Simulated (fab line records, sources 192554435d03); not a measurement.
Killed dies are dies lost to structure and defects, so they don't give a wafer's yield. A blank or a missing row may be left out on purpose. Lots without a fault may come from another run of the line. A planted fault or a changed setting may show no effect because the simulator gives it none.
Split-lot experiment | flow n5_finfet | 7 lots, 21 wafers read, on a route of 1938 steps

THE SPLIT
At N5_BEOL_M3_VIA_ETCH_34 (etches the open film in C4F6/O2, target depth 69.4 nm, time 65.9 s), the setting bias_w was moved away from the recipe's 170 W on 5 of the 21 wafers read, by -16.7% to +11.8%. The other wafers ran this setting at the recipe's value.

The reading is taken at the split's own step.

THE READING
rf_vpp_V, in V, at N5_BEOL_M3_VIA_ETCH_34 (etches the open film in C4F6/O2, target depth 69.4 nm, time 65.9 s). Fault-free wafers of this fab line usually give 667 V, standard deviation 5.8 V.

wafer  | tool, chamber at the split | bias_w as run, W | against the recipe | rf_vpp_V, V | against lot-mates on the recipe
L075.2 | rie_diel-04, 0             | 170              | recipe             | 679         | -
L075.3 | rie_diel-04, 2             | 170              | recipe             | 668         | -
L075.6 | rie_diel-04, 2             | 170              | recipe             | 667         | -
L081.2 | rie_diel-04, 3             | 170              | recipe             | 662         | -
L081.3 | rie_diel-04, 2             | 170              | recipe             | 669         | -
L081.6 | rie_diel-04, 2             | 170              | recipe             | 669         | -
L082.2 | rie_diel-02, 0             | 141.6            | -16.7%             | 581         | -88
L082.5 | rie_diel-02, 0             | 170              | recipe             | 674         | -
L082.6 | rie_diel-02, 1             | 170              | recipe             | 663         | -
L083.2 | rie_diel-02, 3             | 170              | recipe             | 670         | -
L083.3 | rie_diel-02, 0             | 170              | recipe             | 673         | -
L083.4 | rie_diel-02, 1             | 170              | recipe             | 662         | -
L086.2 | rie_diel-01, 2             | 170              | recipe             | 655         | -
L086.3 | rie_diel-01, 3             | 170              | recipe             | 666         | -
L086.6 | rie_diel-01, 0             | 170              | recipe             | 672         | -
L089.1 | rie_diel-02, 1             | 170              | recipe             | 661         | -
L089.5 | rie_diel-02, 3             | 170              | recipe             | 670         | -
L089.6 | rie_diel-02, 2             | 147.9            | -13.0%             | 597         | -68
L093.1 | rie_diel-02, 0             | 190.1            | +11.8%             | 735         | no lot-mate on the recipe
L093.3 | rie_diel-02, 1             | 190.1            | +11.8%             | 723         | no lot-mate on the recipe
L093.4 | rie_diel-02, 3             | 190.1            | +11.8%             | 732         | no lot-mate on the recipe

THE FIT
A straight line over all 21 wafers: rf_vpp_V changes by +5.28 V for each +1% of bias_w; r = +0.99; the points scatter about the line by 5.7 V.
The same after taking each lot's own level away (the mean of its wafers on the recipe; 18 wafers): +5.25 V for each +1%; r = +0.98; scatter 5.2 V.
On that fit, the largest move of bias_w shifts the reading by 88 V.
The lots' own levels span 664.3 to 671.3 V, that is 1.2 times the standard deviation above.
So the lot-to-lot level changes the slope little: the two slopes agree.
Check: with one of the wafers moved furthest among these (-16.7%) left out of the fit, the line predicts -88 V for it against its lot-mates. It came out at -87.5 V against them.
Tool readings at the split's step, against how far the setting was moved: rf_vpp_V r = +0.99.

OTHER SPLITS ON THESE WAFERS
These wafers also went through other splits before the reading. Each is held against what the fit with the lots' levels taken away leaves over:
other split on the same wafers  | wafers away from the commonest value | r with rf_vpp_V (lot level and that fit taken away)
N5_BEOL_M2_VIA_ETCH_34 source_w | 4                                    | +0.04

THE WHOLE CHAIN: every reading that the file lists as answering this split, in the file's order
step                   | what it does                                                       | reading                                                        | change (the file's fit)              | r (the file's)
N5_BEOL_M3_VIA_ETCH_34 | etches the open film in C4F6/O2, target depth 69.4 nm, time 65.9 s | rf_vpp_V                                                       | +5.23 V for each +1% of the setting  | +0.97
N5_BEOL_M3_VIA_ETCH_34 | etches the open film in C4F6/O2, target depth 69.4 nm, time 65.9 s | etch.depth_nm (the simulator's own value, which no gauge read) | +0.25 nm for each +1% of the setting | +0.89

THE FILE'S OWN FIT
rf_vpp_V changes by +5.23 V for each +1% of bias_w, r = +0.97.
